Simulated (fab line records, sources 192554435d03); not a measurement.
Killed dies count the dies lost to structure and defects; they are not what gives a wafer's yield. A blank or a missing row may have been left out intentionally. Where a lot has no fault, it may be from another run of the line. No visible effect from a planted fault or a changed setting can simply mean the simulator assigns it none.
fab line records    flow n5Finfet    part 1 of 2: steps 1 to 4 of 6
record: lots: 18  wafers: 54  lastDay: 17
route steps=1938 shown SD_EPI_N@275 SD_EPI_P@314 ILD0@343 SDB@364
lots that met no fault: taken from a fault-free run of the same line
startH: hours from the record's first day to the start of the lot's first wafer shown    waitH: time in hours since the lot's previous step    " as in the row above    L1.1+2: one row covering several wafers at once    - no value present, or no start provided    * or withheld: withheld    < > ~ a bound
route shown NAME@n: NAME is a module with steps in the file, n the number in the route of the first one    usual: mean and standard deviation over wafers with no fault    same: alike in all rows    chamber/n: place in a boat    sites: readings site by site    _std_site: their standard deviation    _edge_site: mean of outer sites minus mean of inner sites    radiusMm: how far each site lies from the wafer's centre    mask NAME#n: copy n    behind: the most recent tool/chamber to have shaped the wafer    hold: the reason the lot was held/the length of the hold in hours/how it ended    device: which transistor (n, p or np) failed to switch    end of line: the route-end tests of the same wafers    a step without rows: its recipe alone    killed: not the wafer's yield, but the dies lost to structure and defects at the first sort    map: shows each die of a wafer: x if killed, . if not, _ if none is there
set.NAME: the setting that was run; set.NAME@STEP: the one run at that earlier step    model.NAME: the simulator's own value behind a step, which no gauge read
the route's steps for a sample of lots (tables are steps, rows are wafers)
services: from which hour (startH, from the record's first day; less than 0 if before it) a tool's chamber was out of use, for how many hours, and why
== steps ==
step: N5_SD_EPI_N_ETCH_35
recipe: chemistry: N2/H2  target: SOC  overetchA: 1080  maskMaterial: SiARC  tempC: 40  ionEnergyEv: 100  sourceW: 3000  biasW: 133  pressureMtorr: 20  timeS: 486  n2FlowSccm: 200  h2FlowSccm: 200
usual: chamberPressureMTorr: 20.000/0.018  drypumpMotorCurrentA: 5.5/0.45  oesProductAu: 0.72/0.083  rfFwdPowerW: 2995/8.6  rfVppV: 240.8/1.3  showerheadPlenumPTorr: 2.55/0.085  throttleValvePct: 23.9/0.32
lot.wafer  tool        chamber  startH  waitH  chamberPressureMTorr  drypumpMotorCurrentA  oesProductAu  rfFwdPowerW  rfHoursCounterH  rfVppV  showerheadPlenumPTorr  throttleValvePct
L075.1     rieDiel-01  2        54.65   0.0    20.010                5.6                   0.61          3002         236              239.2   2.39                   23.4
L075.2     "           1        "       "      20.028                6.1                   0.73          3004         70               239.7   2.46                   23.9
L075.4     "           0        "       "      19.995                6.0                   0.63          2983         223              240.1   2.61                   23.9
L076.4     rieDiel-01  0        65.29   0.2    20.004                5.9                   0.63          3006         -                242.9   2.61                   23.9
L076.5     "           3        "       "      19.995                6.2                   0.77          2978         -                240.7   2.69                   24.3
L076.6     "           2        "       "      19.979                5.6                   0.60          3010         -                240.5   2.39                   23.4
L077.1     rieDiel-02  3        66.88   0.0    19.999                4.9                   0.69          2988         117              241.4   2.55                   23.9
L077.2     "           2        "       "      19.992                5.0                   0.67          2988         137              239.6   2.44                   24.1
L077.6     "           2        "       "      20.001                5.0                   0.68          2987         -                240.3   2.44                   24.1
L080.1     rieDiel-02  2        86.85   0.0    19.993                5.0                   0.67          2989         145              238.6   2.44                   24.1
L080.3     "           0        "       "      19.983                5.6                   0.70          2994         143              239.8   2.53                   23.8
L080.4     "           1        "       "      20.002                5.4                   0.61          2995         238              239.2   2.49                   23.6
L081.2     rieDiel-01  0        92.14   0.0    19.987                5.9                   0.62          3003         236              242.5   2.61                   23.9
L081.4     "           1        "       "      19.996                6.1                   0.72          2983         82               239.1   2.46                   24.0
L081.6     "           1        "       "      19.987                6.1                   0.72          2979         -                241.7   2.46                   23.9
L082.2     rieDiel-04  3        95.71   0.0    20.032                5.4                   0.76          2994         56               240.4   2.58                   23.9
L082.3     "           1        "       "      20.032                4.7                   0.63          2998         204              241.1   2.50                   23.7
L082.6     "           1        "       "      19.972                4.8                   0.64          2995         -                240.8   2.50                   23.7
L083.1     rieDiel-04  2        103.05  0.0    19.994                5.6                   0.63          2983         247              241.8   2.61                   24.7
L083.2     "           0        "       "      20.000                5.5                   0.87          2980         5                240.8   2.60                   23.9
L083.6     "           2        "       "      20.018                5.7                   0.63          2994         -                239.6   2.61                   24.7
L084.1     rieDiel-01  0        111.26  0.0    20.012                5.9                   0.62          3009         245              242.3   2.61                   23.9
L084.2     "           3        "       "      19.978                6.2                   0.75          3005         71               242.5   2.68                   24.4
L084.4     "           1        "       "      19.980                6.1                   0.71          3004         -                240.0   2.46                   24.0
L085.1     rieDiel-02  3        115.69  0.0    20.003                4.9                   0.68          2989         137              241.0   2.55                   23.9
L085.2     "           1        "       "      19.962                5.4                   0.60          2988         248              240.6   2.49                   23.6
L085.4     "           2        "       "      19.966                5.0                   0.67          3006         155              239.4   2.43                   24.1
L086.1     rieDiel-02  3        120.35  0.0    19.989                4.9                   0.68          2999         139              239.2   2.55                   24.0
L086.3     "           0        "       "      20.002                5.6                   0.69          2988         155              240.0   2.52                   23.8
L086.4     "           0        "       "      20.000                5.6                   0.69          3003         -                241.1   2.52                   23.8
L087.3     rieDiel-04  3        128.24  0.0    19.968                5.4                   0.75          2994         69               240.8   2.58                   23.9
L087.5     "           0        "       "      19.999                5.5                   0.83          3000         -                239.6   2.59                   23.9
L087.6     "           3        "       "      20.011                5.4                   0.74          2991         -                242.1   2.58                   24.0
L088.1     rieDiel-04  1        133.69  0.0    20.008                4.8                   0.63          3009         216              238.5   2.50                   23.7
L088.2     "           0        "       "      19.998                5.5                   0.83          2993         18               241.9   2.59                   23.9
L088.3     "           3        "       "      19.973                5.4                   0.74          2997         71               241.7   2.57                   24.0
L090.1     rieDiel-01  3        144.60  0.0    20.031                6.2                   0.74          2995         84               241.2   2.68                   24.4
L090.2     "           1        "       "      20.002                6.1                   0.71          3001         103              240.7   2.45                   24.0
L090.5     "           3        "       "      19.996                6.2                   0.74          3013         -                241.8   2.68                   24.4
L091.3     rieDiel-02  2        155.16  0.0    20.000                5.1                   0.65          2993         171              240.5   2.43                   24.1
L091.4     "           1        "       "      20.005                5.4                   0.85          2989         7                241.0   2.48                   23.3
L091.6     "           3        "       "      20.013                4.9                   0.67          3012         -                240.4   2.54                   24.0
L092.1     rieDiel-01  2        155.94  0.0    20.005                5.6                   0.83          2995         18               243.5   2.70                   23.2
L092.3     "           1        "       "      19.983                6.1                   0.70          3003         108              239.9   2.45                   24.0
L092.6     "           3        "       "      20.031                6.2                   0.73          2998         -                243.7   2.67                   24.4
L093.1     rieDiel-01  2        163.10  0.0    20.023                5.6                   0.83          2997         21               242.1   2.70                   23.2
L093.4     "           0        "       "      20.005                5.9                   0.89          2982         5                241.1   2.60                   23.5
L093.6     "           0        "       "      20.002                5.9                   0.89          2982         -                240.3   2.60                   23.5
L094.1     rieDiel-02  1        167.95  0.0    19.993                5.4                   0.82          3000         11               240.5   2.48                   23.3
L094.2     "           3        "       "      20.022                4.9                   0.67          2998         157              240.8   2.54                   24.0
L094.3     "           2        "       "      19.985                5.0                   0.65          2992         176              239.1   2.42                   24.1
L095.2     rieDiel-04  0        176.20  0.0    20.017                5.5                   0.80          3002         33               240.8   2.59                   24.0
L095.3     "           1        "       "      20.025                4.7                   0.62          2995         230              239.4   2.49                   23.7
L095.6     "           1        "       "      20.006                4.7                   0.62          2997         -                238.3   2.49                   23.7
step: N5_SD_EPI_N_ETCH_45
recipe: chemistry: CH3F/O2  target: SiOCN  targetDepthA: 60  maskMaterial: SOC  ionEnergyEv: 60  biasW: 29  pressureMtorr: 15  sourceW: 410  Ar_flow_sccm: 150  CH3F_flow_sccm: 30  O2_flow_sccm: 20
usual: CH3F_flow_sccm: 30.00/0.096  chamberPressureMTorr: 15.001/0.012  drypumpMotorCurrentA: 5.5/0.45  oesProductAu: 0.80/0.099  rfFwdPowerW: 408.1/1.2  rfVppV: 127.6/1  showerheadPlenumPTorr: 2.00/0.064  throttleValvePct: 23.47/0.21
lot.wafer  tool        chamber  startH  waitH  CH3F_flow_sccm  chamberPressureMTorr  drypumpMotorCurrentA  oesProductAu  rfFwdPowerW  rfHoursCounterH  rfVppV  showerheadPlenumPTorr  throttleValvePct
L075.1     rieDiel-01  2        55.07   0.1    29.96           14.996                5.6                   0.69          407.9        237              126.6   1.88                   23.12
L075.2     "           1        "       "      30.16           14.992                6.1                   0.82          408.2        71               126.9   1.94                   23.49
L075.4     "           0        "       "      30.08           15.008                5.9                   0.71          408.8        223              127.7   2.05                   23.48
L076.4     rieDiel-01  0        65.60   0.1    29.95           15.009                5.9                   0.70          408.0        -                128.6   2.05                   23.47
L076.5     "           3        "       "      30.16           15.010                6.2                   0.88          410.1        -                127.3   2.11                   23.63
L076.6     "           2        "       "      29.96           15.014                5.6                   0.68          406.3        -                126.3   1.88                   23.14
L077.1     rieDiel-02  3        67.30   0.1    30.09           15.009                4.9                   0.78          407.2        117              127.1   2.01                   23.30
L077.2     "           2        "       "      29.98           14.976                5.0                   0.75          408.0        137              125.9   1.92                   23.71
L077.6     "           2        "       "      30.22           14.997                5.0                   0.76          408.2        -                127.0   1.92                   23.71
L080.1     rieDiel-02  2        87.28   0.1    30.05           14.997                5.0                   0.75          409.3        145              126.4   1.92                   23.74
L080.3     "           0        "       "      29.99           14.980                5.6                   0.78          408.1        143              127.2   2.00                   23.60
L080.4     "           1        "       "      29.84           15.001                5.4                   0.69          409.1        238              127.6   1.96                   23.39
L081.2     rieDiel-01  0        92.57   0.1    30.11           14.980                5.9                   0.69          406.4        236              128.4   2.05                   23.48
L081.4     "           1        "       "      30.10           15.006                6.1                   0.79          407.4        82               127.9   1.93                   23.53
L081.6     "           1        "       "      30.12           15.001                6.1                   0.80          408.6        -                127.4   1.93                   23.52
L082.2     rieDiel-04  3        96.13   0.1    29.93           15.008                5.4                   0.85          407.2        56               127.7   2.03                   23.40
L082.3     "           1        "       "      29.82           15.004                4.8                   0.71          406.8        204              127.9   1.97                   23.49
L082.6     "           1        "       "      29.92           15.023                4.8                   0.71          406.4        -                128.5   1.97                   23.50
L083.1     rieDiel-04  2        103.47  0.1    30.00           15.005                5.6                   0.70          408.5        247              126.8   2.04                   23.82
L083.2     "           0        "       "      29.93           15.000                5.5                   0.99          408.4        5                128.6   2.04                   23.43
L083.6     "           2        "       "      29.93           15.008                5.6                   0.70          407.8        -                128.5   2.04                   23.82
L084.1     rieDiel-01  0        111.69  0.1    29.98           14.994                5.9                   0.68          408.0        245              128.8   2.05                   23.50
L084.2     "           3        "       "      29.80           15.010                6.2                   0.85          407.2        71               130.4   2.10                   23.67
L084.4     "           1        "       "      30.01           14.985                6.1                   0.80          409.6        -                127.1   1.93                   23.53
L085.1     rieDiel-02  3        116.11  0.1    30.01           15.017                4.9                   0.75          407.7        137              128.6   2.00                   23.35
L085.2     "           1        "       "      29.91           15.001                5.3                   0.67          407.8        248              127.2   1.96                   23.43
L085.4     "           2        "       "      29.96           15.006                5.0                   0.74          409.6        155              126.2   1.92                   23.73
L086.1     rieDiel-02  3        120.77  0.1    30.00           15.001                4.9                   0.75          406.7        139              127.4   2.00                   23.35
L086.3     "           0        "       "      30.07           15.005                5.6                   0.75          408.8        155              128.2   1.99                   23.63
L086.4     "           0        "       "      30.02           15.001                5.6                   0.76          409.0        -                127.4   2.00                   23.60
L087.3     rieDiel-04  3        128.67  0.1    30.20           15.014                5.4                   0.83          408.0        70               127.4   2.02                   23.44
L087.5     "           0        "       "      30.10           14.991                5.5                   0.95          409.5        -                128.3   2.04                   23.45
L087.6     "           3        "       "      30.19           15.001                5.4                   0.83          408.1        -                128.1   2.02                   23.44
L088.1     rieDiel-04  1        134.12  0.1    29.95           15.002                4.8                   0.70          409.9        216              126.0   1.97                   23.51
L088.2     "           0        "       "      30.00           15.001                5.5                   0.95          406.3        18               129.0   2.04                   23.46
L088.3     "           3        "       "      29.93           15.008                5.4                   0.85          409.4        71               128.0   2.02                   23.44
L090.1     rieDiel-01  3        145.03  0.1    30.10           14.997                6.2                   0.83          409.0        84               128.9   2.10                   23.68
L090.2     "           1        "       "      29.92           15.021                6.1                   0.78          408.0        104              125.9   1.93                   23.56
L090.5     "           3        "       "      30.08           14.992                6.2                   0.84          410.1        -                128.9   2.10                   23.67
L091.3     rieDiel-02  2        155.59  0.1    30.08           15.001                5.0                   0.72          408.0        171              126.4   1.91                   23.73
L091.4     "           1        "       "      30.04           14.996                5.4                   0.94          406.4        7                127.4   1.96                   23.08
L091.6     "           3        "       "      29.89           14.999                4.9                   0.75          406.7        -                125.7   2.00                   23.34
L092.1     rieDiel-01  2        156.37  0.1    29.98           15.000                5.6                   0.93          408.0        18               128.2   2.12                   22.88
L092.3     "           1        "       "      29.89           14.991                6.1                   0.79          407.9        108              126.3   1.92                   23.55
L092.6     "           3        "       "      30.06           14.983                6.2                   0.83          407.5        -                129.2   2.10                   23.69
L093.1     rieDiel-01  2        163.52  0.1    29.99           15.001                5.6                   0.93          406.8        21               128.2   2.12                   22.88
L093.4     "           0        "       "      29.91           14.994                5.9                   1.01          407.9        5                128.7   2.04                   23.10
L093.6     "           0        "       "      29.96           14.996                5.9                   1.00          409.1        -                129.0   2.04                   23.10
L094.1     rieDiel-02  1        168.37  0.1    29.89           14.980                5.4                   0.92          408.5        12               128.4   1.95                   23.10
L094.2     "           3        "       "      29.91           15.014                4.9                   0.74          408.6        157              127.9   2.00                   23.36
L094.3     "           2        "       "      29.98           14.986                5.0                   0.71          408.2        176              127.9   1.91                   23.76
L095.2     rieDiel-04  0        176.62  0.1    30.05           14.999                5.5                   0.92          408.8        33               126.6   2.03                   23.47
L095.3     "           1        "       "      29.95           15.000                4.7                   0.69          407.2        230              127.0   1.97                   23.54
L095.6     "           1        "       "      29.98           14.996                4.7                   0.69          410.4        -                128.1   1.97                   23.54
step: N5_SD_EPI_P_SD_RECESS_17
recipe: chemistry: HBr/Cl2/O2  targetDepthA: 391  btTimeS: 3  pressureMtorr: 10  icpW: 800  biasW: 112  HBr_flow_sccm: 150  Cl2_flow_sccm: 80  O2_flow_sccm: 12
usual: chamberPressureMTorr: 10.001/0.0082  drypumpMotorCurrentA: 5.5/0.57  mfcCl2Sccm: 80.05/0.24  oesProductAu: 0.997/0.015  rfFwdPowerW: 794.7/2.8  throttleValvePct: 36.89/0.17
lot.wafer  tool      chamber  startH  waitH  chamberPressureMTorr  drypumpMotorCurrentA  mfcCl2Sccm  oesProductAu  rfFwdPowerW  rfHoursCounterH  throttleValvePct
L075.1     rieSi-06  2        60.36   0.0    9.999                 5.8                   79.91       1.014         791.8        185              36.90
L075.2     "         3        "       "      10.021                5.7                   79.81       0.989         793.2        77               36.92
L075.4     "         0        "       "      9.994                 5.1                   79.86       1.002         792.6        29               36.91
L076.4     rieSi-02  2        70.37   0.1    10.000                6.4                   79.95       1.008         800.1        -                36.73
L076.5     "         0        "       "      9.999                 4.8                   80.63       1.000         798.2        -                36.83
L076.6     "         3        "       "      10.005                4.9                   80.32       0.970         791.3        -                36.67
L077.1     rieSi-05  3        71.91   0.0    10.016                5.5                   79.84       1.007         792.7        30               36.73
L077.2     "         0        "       "      9.997                 5.1                   80.12       1.018         794.2        161              37.18
L077.6     "         3        "       "      9.994                 5.4                   79.95       1.000         799.3        -                36.72
L080.1     rieSi-02  1        92.02   0.0    10.000                5.8                   79.56       0.992         796.2        0                36.97
L080.3     "         2        "       "      10.013                6.4                   80.23       1.005         793.0        1                36.74
L080.4     "         0        "       "      10.009                4.8                   80.05       0.989         795.1        1                36.84
L081.2     rieSi-02  0        97.67   0.0    9.982                 4.9                   79.80       0.997         790.1        1                36.84
L081.4     "         2        "       "      9.994                 6.4                   79.81       1.003         793.2        1                36.73
L081.6     "         3        "       "      10.000                4.9                   79.84       0.971         791.0        -                36.66
L082.2     rieSi-02  2        101.50  0.0    10.000                6.4                   80.06       1.004         793.6        2                36.71
L082.3     "         1        "       "      10.003                5.8                   80.09       0.990         797.9        1                37.00
L082.6     "         1        "       "      10.005                5.8                   80.39       1.000         800.3        -                36.99
L083.1     rieSi-05  2        108.24  0.0    10.002                6.0                   79.64       1.020         799.6        122              37.24
L083.2     "         0        "       "      9.998                 5.0                   80.01       1.004         792.1        162              37.18
L083.6     "         0        "       "      10.008                5.1                   79.56       1.017         794.4        -                37.16
L084.1     rieSi-02  1        116.24  0.0    10.004                5.8                   79.57       0.996         796.3        1                36.99
L084.2     "         0        "       "      10.012                4.8                   79.74       0.992         798.0        2                36.84
L084.4     "         3        "       "      10.015                4.9                   79.66       0.970         794.5        41               36.69
L085.1     rieSi-02  0        121.27  0.0    9.979                 4.8                   79.65       0.990         794.1        2                36.85
L085.2     "         1        "       "      10.000                5.8                   79.73       0.992         793.7        1                37.01
L085.4     "         3        "       "      9.996                 4.9                   79.75       0.965         792.0        41               36.68
L086.1     rieSi-02  1        126.20  0.0    9.995                 5.9                   80.00       1.003         797.5        1                36.99
L086.3     "         0        "       "      9.995                 4.9                   79.80       1.011         798.1        2                36.86
L086.4     "         2        "       "      9.999                 6.4                   79.88       1.011         791.3        2                36.73
L087.3     rieSi-05  3        133.20  0.0    10.003                5.5                   79.80       1.007         797.3        31               36.72
L087.5     "         1        "       "      9.996                 5.1                   80.18       1.005         789.3        -                36.97
L087.6     "         0        "       "      10.005                5.1                   80.03       1.011         794.8        -                37.17
L088.1     rieSi-05  1        138.68  0.0    10.002                5.1                   80.19       1.010         792.3        179              36.98
L088.2     "         0        "       "      10.014                5.1                   80.46       1.013         799.4        163              37.18
L088.3     "         2        "       "      10.002                6.0                   80.26       1.014         794.6        122              37.23
L090.1     rieSi-06  2        150.49  0.0    10.001                5.8                   80.05       1.012         794.8        186              36.92
L090.2     "         3        "       "      10.012                5.7                   79.99       0.999         795.6        78               36.90
L090.5     "         2        "       "      10.002                5.8                   80.11       1.008         792.7        -                36.89
L091.3     rieSi-02  0        160.24  0.0    10.006                4.8                   80.29       1.000         791.6        2                36.85
L091.4     "         1        "       "      10.012                5.8                   79.93       0.990         795.7        2                37.00
L091.6     "         1        "       "      9.992                 5.9                   79.88       0.996         799.1        -                37.00
L092.1     rieSi-02  3        160.97  0.0    9.984                 4.9                   79.66       0.963         792.2        42               36.68
L092.3     "         1        "       "      9.989                 5.8                   80.11       0.999         795.8        2                37.01
L092.6     "         3        "       "      9.997                 4.9                   79.60       0.969         790.9        -                36.69
L093.1     rieSi-06  0        168.26  0.0    10.004                5.1                   80.37       1.001         797.4        30               36.93
L093.4     "         3        "       "      10.005                5.7                   80.15       0.998         794.2        78               36.92
L093.6     "         0        "       "      10.012                5.1                   80.20       1.007         792.1        -                36.92
L094.1     rieSi-06  2        173.09  0.0    9.998                 5.8                   80.24       1.007         792.8        187              36.89
L094.2     "         0        "       "      10.001                5.1                   79.92       1.003         792.6        30               36.91
L094.3     "         3        "       "      9.999                 5.7                   80.28       0.991         797.5        78               36.92
L095.2     rieSi-02  1        181.22  0.0    9.992                 5.8                   79.55       0.993         800.5        2                37.01
L095.3     "         3        "       "      9.995                 4.9                   80.08       0.968         794.9        42               36.68
L095.6     "         2        "       "      10.008                6.4                   79.74       1.020         796.3        -                36.73
step: N5_ILD0_ALD_15
recipe: material: SiNx  targetThkA: 240  tempC: 400  aldPrecursorFamily: SiH2I2  aldCoReactant: N2/H2-plasma  pulseTimeS: 1  aldCycles: 480  purgeTimeS: 2  coReactantPurgeTimeS: 2  pressureTorr: 2
usual: heaterPowerW: 842/81  precursorPulseHeightRel: 1.002/0.022
lot.wafer  tool       chamber  startH  waitH  heaterPowerW  precursorPulseHeightRel
L075.1     aldSin-01  0        67.90   0.6    884           0.990
L075.2     "          1        "       "      782           0.966
L075.4     "          2        "       "      951           0.989
L076.4     aldSin-01  0        78.96   0.2    874           0.995
L076.5     "          2        80.05   1.2    951           1.017
L076.6     "          1        "       "      781           0.952
L077.1     aldSin-02  1        79.93   0.6    659           1.023
L077.2     "          3        "       "      884           0.972
L077.6     "          1        81.02   1.1    640           1.017
L080.1     aldSin-01  1        100.22  0.8    765           0.994
L080.3     "          0        "       "      859           1.028
L080.4     "          3        "       "      862           1.011
L081.2     aldSin-03  3        105.53  0.8    823           1.036
L081.4     "          2        106.61  1.6    771           1.009
L081.6     "          0        "       "      853           0.965
L082.2     aldSin-01  2        109.86  0.5    942           1.016
L082.3     "          0        "       "      883           0.975
L082.6     "          0        110.95  1.1    865           0.989
L083.1     aldSin-02  2        116.19  0.8    817           1.007
L083.2     "          0        "       "      889           1.012
L083.6     "          0        117.27  1.3    897           1.014
L084.1     aldSin-01  1        123.76  0.6    806           1.020
L084.2     "          2        "       "      942           1.006
L084.4     "          0        "       "      888           0.962
L085.1     aldSin-01  3        129.81  0.7    838           0.988
L085.2     "          0        "       "      871           1.006
L085.4     "          1        "       "      768           0.995
L086.1     aldSin-01  1        133.95  0.6    757           0.975
L086.3     "          0        "       "      844           0.980
L086.4     "          3        "       "      862           0.986
L087.3     aldSin-02  0        140.72  0.4    895           1.051
L087.5     "          2        141.80  1.2    844           0.971
L087.6     "          1        "       "      641           0.992
L088.1     aldSin-01  0        146.50  0.6    873           1.025
L088.2     "          2        "       "      939           1.009
L088.3     "          3        "       "      842           1.061
L090.1     aldSin-01  1        158.19  0.6    774           0.996
L090.2     "          3        "       "      839           1.020
L090.5     "          3        159.27  1.2    875           1.037
L091.3     aldSin-01  2        167.81  0.4    986           1.014
L091.4     "          0        "       "      859           1.054
L091.6     "          1        168.90  1.1    770           1.020
L092.1     aldSin-02  0        168.73  0.6    856           1.019
L092.3     "          1        "       "      647           0.976
L092.6     "          1        169.81  1.1    625           0.998
L093.1     aldSin-03  1        175.94  0.6    778           0.996
L093.4     "          2        177.02  1.3    780           0.997
L093.6     "          1        "       "      757           0.976
L094.1     aldSin-01  1        181.33  1.0    767           1.017
L094.2     "          0        "       "      844           1.008
L094.3     "          2        "       "      958           1.017
L095.2     aldSin-01  3        190.74  1.0    869           1.004
L095.3     "          0        "       "      870           1.003
L095.6     "          0        191.82  1.6    864           1.015
